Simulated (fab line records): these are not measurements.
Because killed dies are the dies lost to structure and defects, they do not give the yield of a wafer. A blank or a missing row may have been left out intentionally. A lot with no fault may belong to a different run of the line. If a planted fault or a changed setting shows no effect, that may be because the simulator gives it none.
fab line records ; flow n5_finfet ; part 1 of 2: steps 1 to 3 of 6
[record] lots = 24; wafers = 72; last_day = 18
route steps=1938 shown BEOL_M10@1473
lots untouched by any fault: they come from a run of this same line in which no faults occurred
start_h: hours from the record's first day to the start of the lot's first wafer shown ; wait_h: time in hours since the lot's previous step ; " the same as in the row above ; L1.1+2: a single row standing in for several wafers ; - no value present, or no start provided ; * or withheld: withheld ; < > ~ a bound
route shown NAME@n: a module of which the file shows steps, and the number in the route of the first ; usual: mean/standard deviation taken from wafers without a fault ; same: alike in all rows ; chamber/n: place in a boat ; sites: readings site by site ; _std_site: standard deviation across them ; _edge_site: inner sites' mean taken away from outer sites' mean ; radius_mm: for every site, how far away it sits from the centre of the wafer ; mask NAME#n: copy n ; behind: tool/chamber where the wafer was last shaped ; hold: what put the lot on hold/how long, in hours/how the hold closed ; device: the n, p or np transistor that did not switch ; end of line: tests of these same wafers at the route's end ; where a step has no rows: the recipe by itself ; killed: count of dies lost to structure and defects at first sort (not the wafer's yield) ; map: dies across one wafer; x = killed, . = not, _ = none there
set.NAME: setting as actually run; set.NAME@STEP: the setting as run at that earlier step ; model.NAME: the simulator's own value behind a step, which no gauge read
one table for each step of the route and one row for each wafer, over a sample of lots
services: when a tool's chamber went out of use (start_h, in hours from the record's first day, below 0 if earlier), for how many hours, and the reason
[[steps]]
[step N5_BEOL_M10_PECVD_70]
[recipe] material = SiO2; target_thk_a = 200; temp_c = 400; precursor = TEOS/O2; pressure_torr = 5.5; rf_w = 450; teos_flow_sccm = 53.8; gas = O2; flow_sccm = 3000; time_s = 22.7
[usual] chamber_pressure_Torr = 5.500/0.012; heater_power_w = 745/98; showerhead_plenum_p_Torr = 8.77/0.051; throttle_valve_pct = 22.5/1.1
lot.wafer;tool;chamber;start_h;wait_h;chamber_pressure_Torr;heater_power_w;showerhead_plenum_p_Torr;throttle_valve_pct
L074.1;pecvd-02;1;212.63;0.0;5.493;841;8.81;23.1
L074.2;pecvd-02;0;212.63;0.0;5.497;623;8.76;22.7
L074.5;pecvd-02;0;212.63;0.0;5.495;625;8.78;22.6
L075.1;pecvd-02;0;218.33;0.0;5.508;604;8.76;22.5
L075.2;pecvd-02;1;218.33;0.0;5.497;863;8.78;22.9
L075.3;pecvd-02;0;218.33;0.0;5.495;614;8.77;22.6
L076.3;pecvd-01;0;230.29;0.0;5.481;820;8.73;24.1
L076.4;pecvd-01;2;230.29;0.0;5.484;625;8.82;22.2
L076.6;pecvd-01;0;230.29;0.0;5.490;792;8.73;24.2
L077.4;pecvd-01;1;243.77;0.1;5.494;663;8.70;21.8
L077.5;pecvd-01;0;243.77;0.1;5.519;684;8.74;24.2
L077.6;pecvd-01;2;243.77;0.1;5.493;704;8.83;22.0
L079.2;pecvd-02;1;251.76;0.0;5.506;816;8.78;22.8
L079.4;pecvd-02;2;251.76;0.0;5.489;904;8.65;20.9
L079.6;pecvd-02;0;251.76;0.0;5.516;699;8.76;22.7
L080.1;pecvd-01;1;255.57;0.0;5.498;693;8.68;21.9
L080.4;pecvd-01;0;255.57;0.0;5.516;783;8.76;24.1
L080.5;pecvd-01;2;255.57;0.0;5.475;729;8.83;22.0
L078.4;pecvd-02;0;257.28;0.1;5.508;636;8.76;22.7
L078.5;pecvd-02;1;257.28;0.1;5.515;864;8.76;22.8
L078.6;pecvd-02;2;257.28;0.1;5.525;816;8.66;21.2
L081.3;pecvd-04;0;259.24;0.0;5.477;791;8.78;24.4
L081.5;pecvd-04;1;259.24;0.0;5.513;667;8.83;21.4
L081.6;pecvd-04;0;259.24;0.0;5.480;835;8.79;24.3
L082.1;pecvd-04;0;269.74;0.0;5.479;777;8.78;24.3
L082.3;pecvd-04;1;269.74;0.0;5.519;633;8.82;21.6
L082.5;pecvd-04;1;269.74;0.0;5.501;608;8.79;21.7
L085.1;pecvd-04;1;278.35;0.0;5.479;674;8.81;21.4
L085.2;pecvd-04;0;278.35;0.0;5.506;760;8.75;24.2
L085.3;pecvd-04;2;278.35;0.0;5.488;682;8.81;21.2
L083.2;pecvd-02;1;284.95;0.0;5.500;876;8.76;23.1
L083.5;pecvd-02;1;284.95;0.0;5.501;903;8.80;22.8
L083.6;pecvd-02;2;284.95;0.0;5.497;885;8.66;21.1
L084.1;pecvd-02;1;287.02;0.0;5.488;738;8.80;23.0
L084.3;pecvd-02;0;287.02;0.0;5.499;717;8.79;22.5
L084.6;pecvd-02;2;287.02;0.0;5.494;926;8.65;21.5
L087.2;pecvd-02;1;292.94;0.0;5.489;875;8.78;22.7
L087.3;pecvd-02;2;292.94;0.0;5.504;895;8.68;21.4
L087.6;pecvd-02;2;292.94;0.0;5.513;894;8.67;21.1
L086.3;pecvd-02;0;295.53;0.0;5.497;606;8.76;22.6
L086.4;pecvd-02;0;295.53;0.0;5.497;614;8.78;22.7
L086.5;pecvd-02;1;295.53;0.0;5.495;780;8.79;22.5
L090.1;pecvd-01;1;311.71;0.0;5.500;675;8.69;21.9
L090.2;pecvd-01;2;311.71;0.0;5.507;632;8.82;21.8
L090.6;pecvd-01;1;311.71;0.0;5.496;670;8.72;21.7
L088.2;pecvd-04;0;315.08;0.0;5.501;865;8.77;24.5
L088.4;pecvd-04;1;315.08;0.0;5.489;622;8.81;21.5
L088.6;pecvd-04;0;315.08;0.0;5.505;870;8.77;24.3
L091.1;pecvd-04;0;317.50;0.0;5.499;705;8.77;24.4
L091.4;pecvd-04;0;317.50;0.0;5.513;708;8.77;24.3
L091.6;pecvd-04;2;317.50;0.0;5.512;665;8.83;21.2
L089.2;pecvd-04;2;325.98;0.0;5.506;815;8.83;21.2
L089.3;pecvd-04;0;325.98;0.0;5.519;749;8.78;24.4
L089.6;pecvd-04;1;325.98;0.0;5.508;580;8.81;21.3
L092.3;pecvd-01;2;330.73;0.0;5.491;681;8.85;22.2
L092.4;pecvd-01;2;330.73;0.0;5.495;714;8.84;22.0
L092.6;pecvd-01;1;330.73;0.0;5.503;659;8.69;21.7
L093.1;pecvd-01;2;334.34;0.0;5.497;733;8.82;22.0
L093.3;pecvd-01;0;334.34;0.0;5.500;785;8.76;24.2
L093.4;pecvd-01;1;334.34;0.0;5.487;667;8.70;21.7
L094.1;pecvd-04;0;342.47;0.0;5.509;737;8.78;24.3
L094.5;pecvd-04;2;342.47;0.0;5.478;780;8.83;21.2
L094.6;pecvd-04;1;342.47;0.0;5.498;542;8.80;21.4
L095.2;pecvd-04;0;352.28;0.0;5.490;844;8.79;24.3
L095.5;pecvd-04;1;352.28;0.0;5.519;630;8.80;21.4
L095.6;pecvd-04;2;352.28;0.0;5.503;805;8.82;21.2
L096.1;pecvd-02;0;354.79;0.0;5.493;637;8.77;23.0
L096.2;pecvd-02;2;354.79;0.0;5.508;906;8.66;21.3
L096.3;pecvd-02;1;354.79;0.0;5.517;793;8.77;23.1
L097.1;pecvd-04;2;365.82;0.0;5.522;829;8.81;21.4
L097.2;pecvd-04;0;365.82;0.0;5.506;875;8.78;24.4
L097.4;pecvd-04;0;365.82;0.0;5.499;886;8.77;24.5
[step N5_BEOL_M10_DESCUM_33]
[recipe] chemistry = O2; time_s = 7.9; source_power_w = 50; bias_power_w = 20; pressure_mtorr = 20; rf_frequency_hz = 2.712e+07; temp_c = 40; resist = CAR-ArF; o2_flow_sccm = 225
[usual] drypump_motor_current_A = 5.8/0.47; oes_product_au = 0.78/0.092; rf_vpp_V = 242.3/0.97; showerhead_plenum_p_Torr = 2.050/0.028; throttle_valve_pct = 20.43/0.24
lot.wafer;tool;chamber;start_h;wait_h;drypump_motor_current_A;oes_product_au;rf_hours_counter_h;rf_vpp_V;showerhead_plenum_p_Torr;throttle_valve_pct
L074.1;rie_diel-05;1;215.63;0.2;6.0;0.95;4;243.4;2.058;20.11
L074.2;rie_diel-05;0;215.63;0.2;5.1;0.67;248;241.9;2.070;20.47
L074.5;rie_diel-05;0;215.63;0.2;5.1;0.67;-;241.2;2.070;20.49
L075.1;rie_diel-01;2;222.61;0.0;5.7;0.91;24;241.5;2.048;20.43
L075.2;rie_diel-01;0;222.61;0.0;6.6;0.85;58;241.2;2.041;20.03
L075.3;rie_diel-01;3;222.61;0.0;4.8;0.71;212;243.9;2.065;20.60
L076.3;rie_diel-05;1;236.42;0.0;6.0;0.93;13;244.1;2.055;20.12
L076.4;rie_diel-05;2;236.42;0.0;5.1;0.70;-;242.0;1.987;20.54
L076.6;rie_diel-05;1;236.42;0.0;6.0;0.92;-;241.9;2.055;20.12
L077.4;rie_diel-01;0;246.67;0.0;6.5;0.84;-;241.9;2.037;20.06
L077.5;rie_diel-01;3;246.67;0.0;4.8;0.71;-;241.6;2.060;20.62
L077.6;rie_diel-01;2;246.67;0.0;5.7;0.90;-;242.4;2.043;20.44
L079.2;rie_diel-02;3;255.54;0.0;6.0;0.74;142;242.7;2.097;20.35
L079.4;rie_diel-02;1;255.54;0.0;6.1;0.70;187;243.5;2.086;20.30
L079.6;rie_diel-02;3;255.54;0.0;6.0;0.74;-;243.6;2.097;20.36
L080.1;rie_diel-02;2;257.90;0.0;6.0;0.71;197;242.9;2.069;20.83
L080.4;rie_diel-02;1;257.90;0.0;6.1;0.70;188;241.8;2.086;20.31
L080.5;rie_diel-02;2;257.90;0.0;6.0;0.71;-;242.1;2.068;20.84
L078.4;rie_diel-02;1;260.71;0.0;6.1;0.69;189;241.9;2.085;20.32
L078.5;rie_diel-02;3;260.71;0.0;6.0;0.74;-;242.3;2.096;20.36
L078.6;rie_diel-02;2;260.71;0.0;6.0;0.71;-;242.1;2.068;20.84
L081.3;rie_diel-01;2;263.36;0.0;5.7;0.88;42;242.4;2.041;20.46
L081.5;rie_diel-01;0;263.36;0.0;6.5;0.83;-;241.7;2.035;20.06
L081.6;rie_diel-01;1;263.36;0.0;5.7;0.98;-;241.4;2.059;20.21
L082.1;rie_diel-01;1;273.81;0.6;5.7;0.97;6;242.4;2.058;20.23
L082.3;rie_diel-01;3;273.81;0.6;4.8;0.71;235;242.0;2.057;20.66
L082.5;rie_diel-01;2;273.81;0.6;5.7;0.88;-;242.4;2.040;20.48
L085.1;rie_diel-01;3;282.12;0.5;4.8;0.70;239;241.4;2.055;20.64
L085.2;rie_diel-01;2;282.12;0.5;5.7;0.87;50;243.4;2.039;20.47
L085.3;rie_diel-01;1;282.12;0.5;5.7;0.95;10;242.9;2.057;20.21
L083.2;rie_diel-01;2;288.50;0.0;5.7;0.86;53;241.5;2.038;20.51
L083.5;rie_diel-01;0;288.50;0.0;6.5;0.81;-;242.6;2.031;20.09
L083.6;rie_diel-01;3;288.50;0.0;4.8;0.69;-;242.1;2.055;20.64
L084.1;rie_diel-02;0;292.13;0.0;5.6;0.75;151;242.2;2.011;20.51
L084.3;rie_diel-02;1;292.13;0.0;6.1;0.70;201;243.4;2.081;20.34
L084.6;rie_diel-02;0;292.13;0.0;5.6;0.76;-;241.8;2.012;20.53
L087.2;rie_diel-05;2;296.72;0.3;5.1;0.68;219;241.0;1.981;20.58
L087.3;rie_diel-05;1;296.72;0.3;6.0;0.89;32;241.3;2.048;20.16
L087.6;rie_diel-05;1;296.72;0.3;6.0;0.89;-;243.4;2.048;20.14
L086.3;rie_diel-02;0;302.67;0.1;5.7;0.74;154;240.3;2.011;20.52
L086.4;rie_diel-02;1;302.67;0.1;6.1;0.69;205;242.6;2.080;20.31
L086.5;rie_diel-02;1;302.67;0.1;6.1;0.69;-;244.5;2.080;20.35
L090.1;rie_diel-05;1;315.16;0.3;6.0;0.87;40;243.8;2.045;20.16
L090.2;rie_diel-05;0;315.16;0.3;5.1;0.89;23;241.6;2.061;20.16
L090.6;rie_diel-05;0;315.16;0.3;5.0;0.90;-;242.2;2.061;20.16
L088.2;rie_diel-01;1;319.87;0.2;5.7;0.90;26;242.7;2.051;20.23
L088.4;rie_diel-01;2;319.87;0.2;5.7;0.85;-;242.1;2.033;20.49
L088.6;rie_diel-01;0;319.87;0.2;6.5;0.80;-;242.6;2.027;20.10
L091.1;rie_diel-01;1;322.30;0.0;5.7;0.91;27;241.4;2.051;20.24
L091.4;rie_diel-01;0;322.30;0.0;6.5;0.80;-;242.9;2.026;20.10
L091.6;rie_diel-01;1;322.30;0.0;5.7;0.91;-;241.7;2.051;20.24
L089.2;rie_diel-02;0;328.46;0.0;5.6;0.75;162;240.5;2.007;20.54
L089.3;rie_diel-02;2;328.46;0.0;5.9;0.70;223;243.1;2.060;20.86
L089.6;rie_diel-02;1;328.46;0.0;6.1;0.68;-;244.0;2.077;20.34
L092.3;rie_diel-02;2;335.35;0.0;5.9;0.69;225;241.5;2.059;20.87
L092.4;rie_diel-02;1;335.35;0.0;6.1;0.67;216;241.9;2.076;20.36
L092.6;rie_diel-02;0;335.35;0.0;5.7;0.73;-;240.6;2.007;20.53
L093.1;rie_diel-02;2;338.33;0.0;6.0;0.69;227;241.4;2.058;20.89
L093.3;rie_diel-02;3;338.33;0.0;6.1;0.72;172;243.7;2.087;20.41
L093.4;rie_diel-02;0;338.33;0.0;5.6;0.74;166;242.2;2.006;20.54
L094.1;rie_diel-02;0;344.61;0.3;5.7;0.74;169;241.8;2.005;20.54
L094.5;rie_diel-02;2;344.61;0.3;5.9;0.69;-;242.9;2.057;20.89
L094.6;rie_diel-02;1;344.61;0.3;6.1;0.67;-;242.6;2.075;20.35
L095.2;rie_diel-01;2;355.49;0.0;5.7;0.83;83;243.4;2.027;20.52
L095.5;rie_diel-01;2;355.49;0.0;5.7;0.83;-;242.7;2.027;20.53
L095.6;rie_diel-01;3;355.49;0.0;4.8;0.95;-;241.2;2.051;20.30
L096.1;rie_diel-02;0;357.65;0.1;5.6;0.73;173;241.3;2.004;20.57
L096.2;rie_diel-02;1;357.65;0.1;6.1;0.68;224;242.7;2.073;20.37
L096.3;rie_diel-02;2;357.65;0.1;6.0;0.69;233;241.6;2.056;20.88
L097.1;rie_diel-01;3;369.75;0.0;4.8;0.93;9;243.0;2.049;20.31
L097.2;rie_diel-01;2;369.75;0.0;5.7;0.82;89;240.2;2.026;20.54
L097.4;rie_diel-01;1;369.75;0.0;5.7;0.88;48;240.5;2.044;20.28
[step N5_BEOL_M10_VIA_ETCH_34]
[recipe] chemistry = C4F6/O2; target = SiCOH_lowk; target_depth_a = 1845; mask_material = SOC; taper_deg = 4; time_s = 69.2; ion_energy_ev = 250; pressure_mtorr = 30; source_w = 345; bias_w = 185; Ar_flow_sccm = 300; C4F6_flow_sccm = 10; O2_flow_sccm = 10
[usual] drypump_motor_current_A = 5.8/0.47; oes_o_777_au = 0.78/0.089; oes_product_au = 0.78/0.094; rf_vpp_V = 665/4.7; showerhead_plenum_p_Torr = 2.79/0.037; throttle_valve_pct = 20.91/0.27
lot.wafer;tool;chamber;start_h;wait_h;drypump_motor_current_A;oes_o_777_au;oes_product_au;rf_hours_counter_h;rf_vpp_V;showerhead_plenum_p_Torr;throttle_valve_pct
L074.1;rie_diel-05;1;215.83;0.0;6.0;0.94;0.94;4;671;2.80;20.59
L074.2;rie_diel-05;0;215.83;0.0;5.1;0.68;0.67;249;656;2.80;20.87
L074.5;rie_diel-05;0;215.83;0.0;5.1;0.67;0.66;-;656;2.80;20.87
L075.1;rie_diel-01;2;222.82;0.0;5.7;0.90;0.91;24;660;2.79;20.96
L075.2;rie_diel-01;0;222.82;0.0;6.5;0.83;0.84;58;665;2.78;20.49
L075.3;rie_diel-01;3;222.82;0.0;4.8;0.70;0.71;212;671;2.82;21.13
L076.3;rie_diel-05;1;236.63;0.0;6.0;0.91;0.94;13;672;2.80;20.61
L076.4;rie_diel-05;2;236.63;0.0;5.2;0.70;0.71;-;666;2.71;20.99
L076.6;rie_diel-05;1;236.63;0.0;6.0;0.91;0.93;-;670;2.80;20.61
L077.4;rie_diel-01;0;246.89;0.0;6.6;0.83;0.84;-;665;2.77;20.50
L077.5;rie_diel-01;3;246.89;0.0;4.8;0.70;0.71;-;670;2.82;21.15
L077.6;rie_diel-01;2;246.89;0.0;5.7;0.88;0.90;-;659;2.79;20.99
L079.2;rie_diel-02;3;255.75;0.0;6.1;0.76;0.74;142;663;2.85;20.84
L079.4;rie_diel-02;1;255.75;0.0;6.0;0.71;0.71;187;671;2.83;20.72
L079.6;rie_diel-02;3;255.75;0.0;6.0;0.76;0.75;-;665;2.85;20.85
L080.1;rie_diel-02;2;258.11;0.0;6.0;0.70;0.70;198;659;2.83;21.41
L080.4;rie_diel-02;1;258.11;0.0;6.1;0.71;0.70;188;670;2.83;20.71
L080.5;rie_diel-02;2;258.11;0.0;5.9;0.71;0.70;-;658;2.83;21.40
L078.4;rie_diel-02;1;260.92;0.0;6.1;0.71;0.70;189;671;2.83;20.73
L078.5;rie_diel-02;3;260.92;0.0;6.1;0.75;0.75;-;665;2.85;20.84
L078.6;rie_diel-02;2;260.92;0.0;6.0;0.71;0.70;-;659;2.83;21.40
L081.3;rie_diel-01;2;263.57;0.0;5.7;0.88;0.89;42;658;2.79;20.98
L081.5;rie_diel-01;0;263.57;0.0;6.5;0.81;0.83;-;666;2.77;20.52
L081.6;rie_diel-01;1;263.57;0.0;5.7;0.99;0.99;-;669;2.79;20.61
L082.1;rie_diel-01;1;274.02;0.0;5.8;0.97;0.98;7;670;2.79;20.64
L082.3;rie_diel-01;3;274.02;0.0;4.8;0.69;0.70;235;669;2.81;21.16
L082.5;rie_diel-01;2;274.02;0.0;5.7;0.86;0.88;-;658;2.78;21.00
L085.1;rie_diel-01;3;282.33;0.0;4.8;0.68;0.70;239;669;2.81;21.18
L085.2;rie_diel-01;2;282.33;0.0;5.7;0.86;0.89;50;658;2.78;21.02
L085.3;rie_diel-01;1;282.33;0.0;5.7;0.96;0.96;11;668;2.78;20.62
L083.2;rie_diel-01;2;288.71;0.0;5.7;0.85;0.86;53;658;2.78;21.02
L083.5;rie_diel-01;0;288.71;0.0;6.5;0.81;0.81;-;666;2.76;20.54
L083.6;rie_diel-01;3;288.71;0.0;4.8;0.68;0.70;-;670;2.81;21.18
L084.1;rie_diel-02;0;292.34;0.0;5.6;0.73;0.75;151;664;2.74;21.00
L084.3;rie_diel-02;1;292.34;0.0;6.1;0.70;0.68;202;669;2.82;20.76
L084.6;rie_diel-02;0;292.34;0.0;5.6;0.74;0.76;-;664;2.74;21.00
L087.2;rie_diel-05;2;296.93;0.0;5.2;0.69;0.69;219;667;2.70;21.02
L087.3;rie_diel-05;1;296.93;0.0;6.0;0.87;0.89;32;670;2.79;20.63
L087.6;rie_diel-05;1;296.93;0.0;6.0;0.86;0.89;-;670;2.79;20.63
L086.3;rie_diel-02;0;302.88;0.0;5.6;0.74;0.75;154;665;2.74;21.01
L086.4;rie_diel-02;1;302.88;0.0;6.1;0.70;0.70;205;670;2.82;20.76
L086.5;rie_diel-02;1;302.88;0.0;6.1;0.70;0.70;-;670;2.82;20.75
L090.1;rie_diel-05;1;315.37;0.0;6.0;0.85;0.87;40;669;2.78;20.64
L090.2;rie_diel-05;0;315.37;0.0;5.1;0.90;0.90;24;657;2.79;20.55
L090.6;rie_diel-05;0;315.37;0.0;5.1;0.90;0.90;-;656;2.79;20.56
L088.2;rie_diel-01;1;320.08;0.0;5.7;0.92;0.92;26;669;2.78;20.65
L088.4;rie_diel-01;2;320.08;0.0;5.7;0.84;0.85;-;658;2.77;21.03
L088.6;rie_diel-01;0;320.08;0.0;6.5;0.80;0.80;-;665;2.76;20.57
L091.1;rie_diel-01;1;322.51;0.0;5.7;0.92;0.92;27;669;2.78;20.64
L091.4;rie_diel-01;0;322.51;0.0;6.5;0.79;0.80;-;666;2.76;20.56
L091.6;rie_diel-01;1;322.51;0.0;5.7;0.92;0.92;-;668;2.78;20.64
L089.2;rie_diel-02;0;328.67;0.0;5.6;0.73;0.74;163;663;2.74;21.02
L089.3;rie_diel-02;2;328.67;0.0;6.0;0.68;0.69;223;660;2.82;21.45
L089.6;rie_diel-02;1;328.67;0.0;6.1;0.69;0.67;-;670;2.82;20.78
L092.3;rie_diel-02;2;335.56;0.0;6.0;0.68;0.69;225;658;2.82;21.44
L092.4;rie_diel-02;1;335.56;0.0;6.1;0.69;0.69;216;671;2.82;20.76
L092.6;rie_diel-02;0;335.56;0.0;5.6;0.73;0.74;-;663;2.73;21.02
L093.1;rie_diel-02;2;338.54;0.0;5.9;0.68;0.69;227;657;2.82;21.44
L093.3;rie_diel-02;3;338.54;0.0;6.0;0.73;0.71;172;664;2.84;20.91
L093.4;rie_diel-02;0;338.54;0.0;5.7;0.73;0.73;166;664;2.73;21.01
L094.1;rie_diel-02;0;344.82;0.0;5.6;0.73;0.73;169;663;2.73;21.00
L094.5;rie_diel-02;2;344.82;0.0;5.9;0.69;0.68;-;657;2.82;21.45
L094.6;rie_diel-02;1;344.82;0.0;6.1;0.68;0.68;-;670;2.82;20.76
L095.2;rie_diel-01;2;355.70;0.0;5.7;0.82;0.84;83;658;2.77;21.07
L095.5;rie_diel-01;2;355.70;0.0;5.7;0.82;0.84;-;658;2.77;21.06
L095.6;rie_diel-01;3;355.70;0.0;4.8;0.92;0.96;-;669;2.80;20.84
L096.1;rie_diel-02;0;357.85;0.0;5.7;0.72;0.73;173;664;2.73;21.01
L096.2;rie_diel-02;1;357.85;0.0;6.1;0.68;0.67;224;671;2.81;20.77
L096.3;rie_diel-02;2;357.85;0.0;5.9;0.68;0.68;233;658;2.82;21.47
L097.1;rie_diel-01;3;369.96;0.0;4.8;0.91;0.93;9;668;2.80;20.85
L097.2;rie_diel-01;2;369.96;0.0;5.7;0.81;0.81;89;656;2.77;21.04
L097.4;rie_diel-01;1;369.96;0.0;5.7;0.89;0.88;48;668;2.77;20.67
